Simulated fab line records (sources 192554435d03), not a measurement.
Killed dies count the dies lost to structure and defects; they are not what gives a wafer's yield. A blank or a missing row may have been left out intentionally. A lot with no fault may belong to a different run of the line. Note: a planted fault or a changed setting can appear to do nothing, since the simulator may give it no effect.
Split-lot study || flow n5-finfet || 7 lots, 21 wafers read, on a route of 1938 steps

## SPLIT DETAILS
At N5_BEOL_M12_ETCH_68 (etches SOC in N2/H2, time 285 s), the setting time-s was moved away from the recipe's 285 s on 4 of the 21 wafers read, by -18.6% to +6.5%. This setting was run at the recipe's value on the other wafers.

Reading taken at the split's own step.

## THE READING
SiARC_of_BEOL_M12_COAT_66.thk-nm (the simulator's own value, which no gauge read), in nm, at N5_BEOL_M12_ETCH_68 (etches SOC in N2/H2, time 285 s). No usual value for it is given in the file. Average 85.8 nm, standard deviation 0.31 nm, over the 17 wafers here run with the recipe.

{"wafer": "L078.1", "tool, chamber at the split": "rie-diel-03, 1", "time-s as run, s": 285, "against the recipe": "recipe", "SiARC_of_BEOL_M12_COAT_66.thk-nm, nm": 86.4, "against lot-mates on the recipe": "-"}
{"wafer": "L078.3", "tool, chamber at the split": "rie-diel-03, 3", "time-s as run, s": 285, "against the recipe": "recipe", "SiARC_of_BEOL_M12_COAT_66.thk-nm, nm": 85.8, "against lot-mates on the recipe": "-"}
{"wafer": "L078.6", "tool, chamber at the split": "rie-diel-03, 3", "time-s as run, s": 285, "against the recipe": "recipe", "SiARC_of_BEOL_M12_COAT_66.thk-nm, nm": 85.6, "against lot-mates on the recipe": "-"}
{"wafer": "L083.1", "tool, chamber at the split": "rie-diel-03, 2", "time-s as run, s": 285, "against the recipe": "recipe", "SiARC_of_BEOL_M12_COAT_66.thk-nm, nm": 85.6, "against lot-mates on the recipe": "-"}
{"wafer": "L083.2", "tool, chamber at the split": "rie-diel-03, 3", "time-s as run, s": 285, "against the recipe": "recipe", "SiARC_of_BEOL_M12_COAT_66.thk-nm, nm": 85.8, "against lot-mates on the recipe": "-"}
{"wafer": "L083.6", "tool, chamber at the split": "rie-diel-03, 1", "time-s as run, s": 285, "against the recipe": "recipe", "SiARC_of_BEOL_M12_COAT_66.thk-nm, nm": 86.4, "against lot-mates on the recipe": "-"}
{"wafer": "L088.4", "tool, chamber at the split": "rie-diel-05, 1,2", "time-s as run, s": 303.6, "against the recipe": "+6.5%", "SiARC_of_BEOL_M12_COAT_66.thk-nm, nm": 83.8, "against lot-mates on the recipe": -2.2}
{"wafer": "L088.5", "tool, chamber at the split": "rie-diel-05, 1,2", "time-s as run, s": 303.6, "against the recipe": "+6.5%", "SiARC_of_BEOL_M12_COAT_66.thk-nm, nm": 83.8, "against lot-mates on the recipe": -2.2}
{"wafer": "L088.6", "tool, chamber at the split": "rie-diel-05, 3", "time-s as run, s": 285, "against the recipe": "recipe", "SiARC_of_BEOL_M12_COAT_66.thk-nm, nm": 86, "against lot-mates on the recipe": "-"}
{"wafer": "L089.1", "tool, chamber at the split": "rie-diel-02, 3", "time-s as run, s": 285, "against the recipe": "recipe", "SiARC_of_BEOL_M12_COAT_66.thk-nm, nm": 85.6, "against lot-mates on the recipe": "-"}
{"wafer": "L089.3", "tool, chamber at the split": "rie-diel-02, 0", "time-s as run, s": 231.9, "against the recipe": "-18.6%", "SiARC_of_BEOL_M12_COAT_66.thk-nm, nm": 90.4, "against lot-mates on the recipe": "+4.8"}
{"wafer": "L089.5", "tool, chamber at the split": "rie-diel-02, 3", "time-s as run, s": 231.9, "against the recipe": "-18.6%", "SiARC_of_BEOL_M12_COAT_66.thk-nm, nm": 89.8, "against lot-mates on the recipe": "+4.2"}
{"wafer": "L093.1", "tool, chamber at the split": "rie-diel-02, 3", "time-s as run, s": 285, "against the recipe": "recipe", "SiARC_of_BEOL_M12_COAT_66.thk-nm, nm": 85.6, "against lot-mates on the recipe": "-"}
{"wafer": "L093.3", "tool, chamber at the split": "rie-diel-02, 1", "time-s as run, s": 285, "against the recipe": "recipe", "SiARC_of_BEOL_M12_COAT_66.thk-nm, nm": 85.2, "against lot-mates on the recipe": "-"}
{"wafer": "L093.6", "tool, chamber at the split": "rie-diel-02, 3", "time-s as run, s": 285, "against the recipe": "recipe", "SiARC_of_BEOL_M12_COAT_66.thk-nm, nm": 85.8, "against lot-mates on the recipe": "-"}
{"wafer": "L094.1", "tool, chamber at the split": "rie-diel-02, 1", "time-s as run, s": 285, "against the recipe": "recipe", "SiARC_of_BEOL_M12_COAT_66.thk-nm, nm": 85.4, "against lot-mates on the recipe": "-"}
{"wafer": "L094.2", "tool, chamber at the split": "rie-diel-02, 3,1", "time-s as run, s": 285, "against the recipe": "recipe", "SiARC_of_BEOL_M12_COAT_66.thk-nm, nm": 85.8, "against lot-mates on the recipe": "-"}
{"wafer": "L094.5", "tool, chamber at the split": "rie-diel-02, 3,1", "time-s as run, s": 285, "against the recipe": "recipe", "SiARC_of_BEOL_M12_COAT_66.thk-nm, nm": 85.8, "against lot-mates on the recipe": "-"}
{"wafer": "L096.1", "tool, chamber at the split": "rie-diel-03, 3", "time-s as run, s": 285, "against the recipe": "recipe", "SiARC_of_BEOL_M12_COAT_66.thk-nm, nm": 86.2, "against lot-mates on the recipe": "-"}
{"wafer": "L096.2", "tool, chamber at the split": "rie-diel-03, 2", "time-s as run, s": 285, "against the recipe": "recipe", "SiARC_of_BEOL_M12_COAT_66.thk-nm, nm": 85.6, "against lot-mates on the recipe": "-"}
{"wafer": "L096.5", "tool, chamber at the split": "rie-diel-03, 3", "time-s as run, s": 285, "against the recipe": "recipe", "SiARC_of_BEOL_M12_COAT_66.thk-nm, nm": 86, "against lot-mates on the recipe": "-"}
When a row names more than one chamber, that row covers several wafers, and the file does not tell which wafer ran in which chamber.

THE FIT
A straight line over all 21 wafers: SiARC_of_BEOL_M12_COAT_66.thk-nm changes by -0.241 nm for each +1% of time-s; r = -0.98; the points scatter about the line by 0.34 nm.
The same after taking each lot's own level away (the mean of its wafers on the recipe; 21 wafers): -0.254 nm for each +1%; r = -0.98; scatter 0.32 nm.
That fit puts the effect of the largest move of time-s on the reading at 4.7 nm.
Across the lots, their own levels run from 85.53 to 86.00 nm, a range of 1.5 times the standard deviation given above.
Consequently the slope shifts little with the lot-to-lot level, the two slopes agreeing.
Check: +4.55 nm against its lot-mates is what the line predicts for one of the wafers moved furthest among these (-18.6%) when that wafer is left out of the fit. It came out at +4.8 nm against them.

## THESE WAFERS: OTHER SPLITS
Note: prior to the reading, these wafers also went through further splits. Each is held against what the fit with the lots' levels taken away leaves over:
{"other split on the same wafers": "N5_BEOL_M10_COAT_60 spin-rpm", "wafers away from the commonest value": 6, "r with SiARC_of_BEOL_M12_COAT_66.thk-nm (lot level and that fit taken away)": -0.01}
{"other split on the same wafers": "N5_BEOL_M11_COAT_05 spin-rpm", "wafers away from the commonest value": 8, "r with SiARC_of_BEOL_M12_COAT_66.thk-nm (lot level and that fit taken away)": -0.14}
{"other split on the same wafers": "N5_BEOL_M11_EXPOSE_08 dose-mj", "wafers away from the commonest value": 4, "r with SiARC_of_BEOL_M12_COAT_66.thk-nm (lot level and that fit taken away)": "+0.18"}
{"other split on the same wafers": "N5_BEOL_M11_PEB_26 peb-time-s", "wafers away from the commonest value": 4, "r with SiARC_of_BEOL_M12_COAT_66.thk-nm (lot level and that fit taken away)": -0.01}

## THE WHOLE CHAIN: every reading that the file lists as answering this split, in the file's order
{"step": "N5_BEOL_M12_ETCH_68", "what it does": "etches SOC in N2/H2, time 285 s", "reading": "SiARC_of_BEOL_M12_COAT_66.thk-nm (the simulator's own value, which no gauge read)", "change (the file's fit)": "-0.252 nm for each +1% of the setting", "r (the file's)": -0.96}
{"step": "N5_PASSIVATION_PROBE_49", "what it does": "", "reading": "defect-limited-yield", "change (the file's fit)": "+4.27 for each +1% of the setting, in a fit together with spin-rpm@BEOL_M9_COAT_63", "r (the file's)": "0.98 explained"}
{"step": "N5_PASSIVATION_PROBE_49", "what it does": "", "reading": "killed-dies", "change (the file's fit)": "-50.4 for each +1% of the setting, in a fit together with spin-rpm@BEOL_M9_COAT_63", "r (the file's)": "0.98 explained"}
{"step": "N5_PASSIVATION_PROBE_49", "what it does": "", "reading": "sort-yield-pct", "change (the file's fit)": "+4.27 % for each +1% of the setting, in a fit together with spin-rpm@BEOL_M9_COAT_63", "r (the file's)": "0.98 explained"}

## THE FILE'S OWN FIT
SiARC_of_BEOL_M12_COAT_66.thk-nm changes by -0.252 nm for each +1% of time-s, r = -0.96.
